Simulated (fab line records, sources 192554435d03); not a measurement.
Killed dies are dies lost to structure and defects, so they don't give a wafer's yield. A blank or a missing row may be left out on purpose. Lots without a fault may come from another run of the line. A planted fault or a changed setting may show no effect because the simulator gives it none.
Which tool did it? | flow n5_finfet | 9 lots, 27 wafers sampled, at 5 steps of a route of 1938

WHAT THE GAUGES READ, wafer by wafer
N5_BEOL_M4_RC_MEAS_101. Usual: DIBL_N 36.4 mV/V, standard deviation 1.4; DIBL_P 36.3 mV/V, standard deviation 1.8; IOFF_N 0.163 nA/um, standard deviation 0.024; IOFF_P 0.21 nA/um, standard deviation 0.034; ION_N 673 uA/um, standard deviation 11; ION_P 461 uA/um, standard deviation 7.4; SS_N 71.6 mV/dec, standard deviation 0.52; SS_P 73.3 mV/dec, standard deviation 0.58; VT_N 249.4 mV, standard deviation 2.5; VT_P -250 mV, standard deviation 3.5.
lot  | measured     | on        | DIBL_N (mV/V)  | DIBL_P (mV/V)  | IOFF_N (nA/um)    | IOFF_P (nA/um) | ION_N (uA/um) | ION_P (uA/um) | SS_N (mV/dec)  | SS_P (mV/dec)  | VT_N (mV)         | VT_P (mV)      | flag
L313 | day 8 02:40  | prober-02 | 37.2 36.7 37.6 | 37.1 37.9 37.5 | 0.176 0.180 0.190 | 0.21 0.23 0.22 | 668 684 673   | 451 467 456   | 71.9 71.8 71.6 | 73.0 73.3 72.7 | 248.3 248.2 248.1 | -249 -249 -249 |
L315 | day 8 18:12  | prober-02 | 36.8 36.2 35.0 | 37.2 36.3 35.3 | 0.173 0.167 0.147 | 0.19 0.19 0.17 | 674 685 668   | 449 455 453   | 71.8 71.4 71.9 | 73.8 72.5 72.8 | 246.7 246.7 251.3 | -254 -254 -254 |
L323 | day 10 12:55 | prober-01 | 34.6 36.2 35.7 | 33.8 35.3 34.9 | 0.134 0.156 0.144 | 0.18 0.19 0.19 | 676 675 675   | 462 458 463   | 71.2 71.5 71.9 | 71.9 74.2 73.3 | 249.4 248.3 249.2 | -255 -251 -254 |
L324 | day 10 23:44 | prober-01 | 35.9 38.3 35.1 | 36.1 39.3 35.2 | 0.165 0.228 0.151 | 0.21 0.28 0.20 | 677 700 670   | 465 470 458   | 71.0 71.9 71.2 | 73.2 74.8 73.3 | 247.3 245.2 249.2 | -251 -246 -251 |
L330 | day 11 22:14 | prober-01 | 35.6 35.3 37.2 | 34.6 34.4 37.2 | 0.142 0.139 0.175 | 0.17 0.17 0.21 | 658 671 675   | 449 454 463   | 71.2 71.2 71.5 | 72.6 72.4 73.6 | 251.1 253.0 246.6 | -254 -258 -252 |
L329 | day 12 02:36 | prober-01 | 36.4 34.9 35.2 | 37.2 35.6 36.2 | 0.175 0.147 0.153 | 0.22 0.19 0.19 | 676 683 682   | 461 465 468   | 71.5 70.5 70.8 | 73.4 72.6 72.1 | 248.3 248.1 249.0 | -248 -251 -251 |
L333 | day 13 15:14 | prober-02 | 35.1 36.0 35.1 | 34.8 35.2 35.0 | 0.137 0.146 0.142 | 0.19 0.20 0.20 | 665 666 662   | 460 455 456   | 70.9 71.1 70.9 | 73.0 72.9 72.6 | 250.8 251.1 248.0 | -250 -250 -248 |
L334 | day 13 12:08 | prober-02 | 35.3 34.5 35.9 | 31.4 30.9 32.4 | 0.130 0.117 0.137 | 0.15 0.14 0.16 | 674 669 660   | 453 450 446   | 71.3 70.8 70.6 | 72.9 72.6 72.0 | 250.6 251.5 250.8 | -258 -257 -255 |
L335 | day 13 18:05 | prober-01 | 37.4 40.3 36.6 | 35.5 38.7 33.9 | 0.158 0.217 0.146 | 0.23 0.30 0.22 | 674 691 656   | 466 465 458   | 71.0 72.4 71.6 | 73.2 73.9 72.1 | 249.3 245.3 254.2 | -247 -242 -247 |

WHICH TOOL RAN EACH LOT (tool, then ch and the chambers of the sampled wafers, then the start)
lot  | N5_BEOL_M3_HM_DEP_02         | N5_BEOL_M3_DESCUM_16               | N5_BEOL_M3_ETCH_74                 | N5_BEOL_M3_ETCH_64
L313 | pvd_sputter-01, day 7 03:48  | rie_diel-02 ch 0,1,3, day 7 04:32  | rie_diel-02 ch 0,1,3, day 7 04:34  | rie_diel-02 ch 0,1,3, day 7 04:37
L315 | pvd_sputter-01, day 7 20:14  | rie_diel-01 ch 0,2,3, day 7 20:45  | rie_diel-01 ch 0,2,3, day 7 20:47  | rie_diel-01 ch 0,2,3, day 7 20:50
L323 | pvd_sputter-01, day 9 16:21  | rie_diel-01 ch 1,3, day 9 16:59    | rie_diel-01 ch 1,3, day 9 17:02    | rie_diel-01 ch 1,3, day 9 17:04
L324 | pvd_sputter-03, day 10 03:10 | rie_diel-01 ch 1,2, day 10 03:49   | rie_diel-01 ch 1,2, day 10 03:50   | rie_diel-01 ch 1,2, day 10 03:53
L330 | pvd_sputter-03, day 11 05:28 | rie_diel-01 ch 0,2,3, day 11 06:20 | rie_diel-01 ch 0,2,3, day 11 06:22 | rie_diel-01 ch 0,2,3, day 11 06:25
L329 | pvd_sputter-03, day 11 05:34 | rie_diel-05 ch 0,1, day 11 06:24   | rie_diel-05 ch 0,1, day 11 06:26   | rie_diel-05 ch 0,1, day 11 06:29
L333 | pvd_sputter-03, day 12 18:13 | rie_diel-05 ch 0,1,2, day 12 18:51 | rie_diel-05 ch 0,1,2, day 12 18:53 | rie_diel-05 ch 0,1,2, day 12 18:56
L334 | pvd_sputter-02, day 12 19:10 | rie_diel-05 ch 0,1,2, day 12 19:40 | rie_diel-05 ch 0,1,2, day 12 19:43 | rie_diel-05 ch 0,1,2, day 12 19:45
L335 | pvd_sputter-01, day 13 00:13 | rie_diel-05 ch 0,1,2, day 13 00:44 | rie_diel-05 ch 0,1,2, day 13 00:46 | rie_diel-05 ch 0,1,2, day 13 00:49
- N5_BEOL_M3_HM_DEP_02: deposits TiN, target thk 20 nm.
- N5_BEOL_M3_DESCUM_16: chemistry O2, time 7 s.
- N5_BEOL_M3_ETCH_74: etches underlayer in N2/H2, target depth 6.5 nm, time 5.2 s.
- N5_BEOL_M3_ETCH_64: etches SOC in N2/H2, target depth 75 nm, overetch 15 nm, time 112.5 s.

WHAT THE TOOLS THEMSELVES READ (means of the sampled wafers that have a number; where no wafer has one, the mark that the record gives instead)
N5_BEOL_M3_HM_DEP_02. Usual: throttle_valve_pct 30.2 %, standard deviation 0.89.
lot  | tool           | throttle_valve_pct (%) | flag
L313 | pvd_sputter-01 | 30.1                   |
L315 | pvd_sputter-01 | 29.8                   |
L323 | pvd_sputter-01 | 30.3                   |
L324 | pvd_sputter-03 | 30.9                   |
L330 | pvd_sputter-03 | 30.2                   |
L329 | pvd_sputter-03 | 30.3                   |
L333 | pvd_sputter-03 | 29.9                   |
L334 | pvd_sputter-02 | 30.2                   |
L335 | pvd_sputter-01 | 29.7                   |

N5_BEOL_M3_DESCUM_16. Usual: bias_power_w 20.00 W, standard deviation 0.06; drypump_motor_current_A 5.9 A, standard deviation 0.33; oes_product_au 0.79 a.u., standard deviation 0.083; rf_vpp_V 243.5 V, standard deviation 1; showerhead_plenum_p_Torr 2.11 Torr, standard deviation 0.04; throttle_valve_pct 20.45 %, standard deviation 0.21.
lot  | tool        | bias_power_w (W) | drypump_motor_current_A (A) | oes_product_au (a.u.) | rf_vpp_V (V) | showerhead_plenum_p_Torr (Torr) | throttle_valve_pct (%) | flag
L313 | rie_diel-02 | 20.01            | 5.8                         | 0.78                  | 242.9        | 2.10                            | 20.36                  |
L315 | rie_diel-01 | 20.04            | 5.9                         | 0.72                  | 243.9        | 2.11                            | 20.58                  |
L323 | rie_diel-01 | 20.00            | 5.9                         | 0.70                  | 242.9        | 2.04                            | 20.49                  |
L324 | rie_diel-01 | 19.99            | 5.6                         | 0.67                  | 244.1        | 2.12                            | 20.65                  |
L330 | rie_diel-01 | 19.99            | 5.9                         | 0.80                  | 243.8        | 2.10                            | 20.49                  |
L329 | rie_diel-05 | 20.00            | 6.0                         | 0.85                  | 243.8        | 2.13                            | 20.43                  |
L333 | rie_diel-05 | 20.02            | 5.8                         | 0.82                  | 244.0        | 2.12                            | 20.38                  |
L334 | rie_diel-05 | 19.98            | 5.8                         | 0.82                  | 244.3        | 2.12                            | 20.37                  |
L335 | rie_diel-05 | 20.12            | 5.8                         | 0.81                  | 244.0        | 2.12                            | 20.38                  |

N5_BEOL_M3_ETCH_74. Usual: bias_w 150.1 W, standard deviation 0.44; drypump_motor_current_A 5.9 A, standard deviation 0.33; etch_rf_on_time_s 5.16 s, standard deviation 0.11; oes_product_au 0.67 a.u., standard deviation 0.072; rf_vpp_V 524.4 V, standard deviation 1.8; showerhead_plenum_p_Torr 2.56 Torr, standard deviation 0.045; throttle_valve_pct 17.89 %, standard deviation 0.24.
lot  | tool        | bias_w (W) | drypump_motor_current_A (A) | etch_rf_on_time_s (s) | oes_product_au (a.u.) | rf_vpp_V (V) | showerhead_plenum_p_Torr (Torr) | throttle_valve_pct (%) | flag
L313 | rie_diel-02 | 149.9      | 5.8                         | 5.16                  | 0.66                  | 524.7        | 2.56                            | 17.86                  |
L315 | rie_diel-01 | 149.7      | 5.9                         | 5.24                  | 0.62                  | 524.6        | 2.56                            | 18.01                  |
L323 | rie_diel-01 | 150.1      | 5.9                         | 5.35                  | 0.60                  | 521.8        | 2.49                            | 17.95                  |
L324 | rie_diel-01 | 150.1      | 5.6                         | 5.28                  | 0.58                  | 524.5        | 2.58                            | 18.11                  |
L330 | rie_diel-01 | 150.4      | 5.9                         | 5.17                  | 0.68                  | 523.6        | 2.55                            | 17.92                  |
L329 | rie_diel-05 | 150.0      | 6.0                         | 5.13                  | 0.73                  | 524.5        | 2.58                            | 17.82                  |
L333 | rie_diel-05 | 149.7      | 5.8                         | 5.19                  | 0.70                  | 525.1        | 2.57                            | 17.76                  |
L334 | rie_diel-05 | 150.1      | 5.8                         | 5.09                  | 0.70                  | 524.8        | 2.57                            | 17.74                  |
L335 | rie_diel-05 | 150.1      | 5.8                         | 5.18                  | 0.70                  | 524.5        | 2.57                            | 17.73                  |

N5_BEOL_M3_ETCH_64. Usual: bias_w 150.1 W, standard deviation 0.46; drypump_motor_current_A 5.9 A, standard deviation 0.33; oes_product_au 0.62 a.u., standard deviation 0.061; rf_vpp_V 524.4 V, standard deviation 1.5; showerhead_plenum_p_Torr 2.56 Torr, standard deviation 0.045; throttle_valve_pct 17.85 %, standard deviation 0.24.
lot  | tool        | bias_w (W) | drypump_motor_current_A (A) | oes_product_au (a.u.) | rf_vpp_V (V) | showerhead_plenum_p_Torr (Torr) | throttle_valve_pct (%) | flag
L313 | rie_diel-02 | 150.3      | 5.9                         | 0.61                  | 523.8        | 2.56                            | 17.83                  |
L315 | rie_diel-01 | 150.1      | 5.9                         | 0.57                  | 525.7        | 2.56                            | 17.97                  |
L323 | rie_diel-01 | 122.0      | 5.9                         | 0.56                  | 456.8        | 2.49                            | 17.91                  | OFF
L324 | rie_diel-01 | 136.0      | 5.7                         | 0.54                  | 492.6        | 2.58                            | 18.07                  | OFF
L330 | rie_diel-01 | 150.2      | 5.9                         | 0.64                  | 524.6        | 2.55                            | 17.87                  |
L329 | rie_diel-05 | 150.4      | 6.0                         | 0.67                  | 524.6        | 2.58                            | 17.76                  |
L333 | rie_diel-05 | 150.5      | 5.8                         | 0.65                  | 524.2        | 2.57                            | 17.71                  |
L334 | rie_diel-05 | 149.9      | 5.8                         | 0.65                  | 524.8        | 2.57                            | 17.72                  |
L335 | rie_diel-05 | 149.5      | 5.8                         | 0.65                  | 524.9        | 2.57                            | 17.73                  |

THE ANSWER, worked out from the rows above alone
Rule: a lot is off if the mean of its wafers that have a number lies more than 3 standard deviations from the usual mean. A lot without any number at a reading at which 4 lots or more have one is off too. The other lots that the step has rows for count as sound. The gauges are gone through in route order, then the tools' own readings, and for those a lot's mean is taken as printed above. The first step at which some lot is off is used, and at that step the reading that is off furthest; a lot without a number counts as furthest.
Off: L323, L324, at N5_BEOL_M3_ETCH_64 (bias_w).
A tool fits if, at that step or a process step before it, it ran every lot that is off, and no sound lot after the first of them. None of those tried fits.

WHAT THE SIMULATOR HAD PUT IN
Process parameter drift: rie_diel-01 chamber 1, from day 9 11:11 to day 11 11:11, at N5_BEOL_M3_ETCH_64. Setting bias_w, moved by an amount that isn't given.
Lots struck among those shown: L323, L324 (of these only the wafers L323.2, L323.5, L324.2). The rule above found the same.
